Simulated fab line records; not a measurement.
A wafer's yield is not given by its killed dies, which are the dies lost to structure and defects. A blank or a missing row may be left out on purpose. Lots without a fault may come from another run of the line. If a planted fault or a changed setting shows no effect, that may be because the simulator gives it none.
Chamber matching	flow nandHarc	NHARC_P_M1_PRE_CLEAN_32 on pecvd-02 has 3 sister chambers
The step time 12 s. 3 wafers are shown with their chamber, then 10 later ones without.

== WAFERS WITH THEIR CHAMBER ==
wafer	chamber	heaterPowerW (W)
L087.5	2	605
L093.3	0	608
L093.5	1	587

== WAFERS WHOSE CHAMBER IS MISSING ==
wafer	heaterPowerW (W)
L093.6	537
L094.2	586
L094.3	616
L094.4	532
L095.3	573
L095.4	591
L095.6	520
L096.3	647
L096.4	646
L096.5	554

== THE CHAMBER EACH PASSED THROUGH ==
wafer	from the rows above	in truth
L093.6	can't be placed: 1 or 2 or 0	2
L094.2	can't be placed: 1 or 2 or 0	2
L094.3	can't be placed: 0 or 2 or 1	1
L094.4	can't be placed: 1 or 2 or 0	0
L095.3	can't be placed: 1 or 2 or 0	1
L095.4	can't be placed: 1 or 2 or 0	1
L095.6	can't be placed: 1 or 2 or 0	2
L096.3	can't be placed: 0 or 2 or 1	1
L096.4	can't be placed: 0 or 2 or 1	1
L096.5	can't be placed: 1 or 2 or 0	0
0 of 10 placed correctly. Unplaceable from these rows: 10, with the true chamber sitting among the candidates in 10. Number placed wrongly: 0.
How it was worked out, from the rows above alone: a wafer's distance from a chamber is the root of the sum, over the readings, of the square of ((its reading less the chamber's mean) divided by the reading's scatter). If the next closest chamber is less than 2 further off than the closest, the wafer can't be placed; otherwise it belongs to the closest. For every chamber, the mean is computed from those of its wafers that are shown. The scatter: with one shown wafer a chamber, the root of the mean of the squares of how far each hidden wafer lies from its nearest shown one.
